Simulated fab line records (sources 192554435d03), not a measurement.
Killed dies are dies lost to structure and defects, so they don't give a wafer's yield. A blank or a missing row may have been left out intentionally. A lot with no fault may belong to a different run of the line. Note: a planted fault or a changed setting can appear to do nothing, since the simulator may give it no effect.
Chamber matching -- flow n5Finfet -- 4 sister chambers for N5_BEOL_M9_STRIP_19 on rieDiel-06
The step strips in O2. 20 wafers are shown with their chamber, then 10 later ones without.

== WAFERS WITH THEIR CHAMBER ==
wafer,chamber,showerheadPlenumPTorr (Torr),throttleValvePct (%),drypumpMotorCurrentA (A)
L075.3,0,1.98,16.79,5.2
L075.4,1,2.04,16.26,6.1
L075.5,2,2.06,16.79,5.9
L077.2,2,2.06,16.79,5.9
L077.4,1,2.03,16.28,6.0
L077.5,2,2.06,16.80,5.9
L078.3,3,2.24,16.70,5.3
L078.5,0,1.98,16.78,5.2
L078.6,3,2.24,16.70,5.2
L082.1,1,2.03,16.28,6.0
L082.4,3,2.24,16.71,5.2
L082.6,2,2.06,16.82,5.9
L083.3,2,2.06,16.82,5.9
L083.4,0,1.98,16.80,5.1
L083.5,1,2.03,16.28,6.0
L084.2,0,1.98,16.81,5.1
L084.3,1,2.03,16.29,6.0
L084.6,0,1.98,16.82,5.2
L086.1,2,2.06,16.80,5.9
L086.2,1,2.03,16.29,6.0

SIGNATURES (averages over the wafers above)
reading,chamber 0,chamber 1,chamber 2,chamber 3,scatter within a chamber
showerheadPlenumPTorr,1.9800,2.0317,2.0600,2.2400,0.00228
throttleValvePct,16.8000,16.2800,16.8033,16.7033,0.0127
drypumpMotorCurrentA,5.160,6.017,5.900,5.233,0.0411
Rule: distance of a wafer from a chamber = root of the sum over the readings of ((wafer's reading minus chamber's mean) / reading's scatter) squared. If the next closest chamber is less than 2 further off than the closest, the wafer can't be placed; otherwise it belongs to the closest. The scatter is the square root of a quotient: the sum, over the shown wafers, of each reading's squared deviation from its chamber's mean, divided by wafers minus chambers.

== WAFERS WHOSE CHAMBER IS MISSING ==
wafer,showerheadPlenumPTorr (Torr),throttleValvePct (%),drypumpMotorCurrentA (A)
L086.6,2.23,16.73,5.2
L090.3,1.97,16.84,5.2
L090.4,2.23,16.73,5.3
L090.6,2.02,16.33,6.1
L097.2,1.97,16.83,5.2
L097.4,2.23,16.77,5.2
L097.6,1.97,16.87,5.2
L096.1,2.05,16.37,5.9
L096.2,2.23,16.77,5.2
L096.4,2.02,16.31,6.1

== THE CHAMBER EACH PASSED THROUGH ==
wafer,from the rows above,in truth
L086.6,3,3
L090.3,0,0
L090.4,3,3
L090.6,1,1
L097.2,0,0
L097.4,3,3
L097.6,0,0
L096.1,1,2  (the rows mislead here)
L096.2,3,3
L096.4,1,1
Correct placement for 9 of the 10. Left unplaced by these rows: 0. Number placed wrongly: 1.
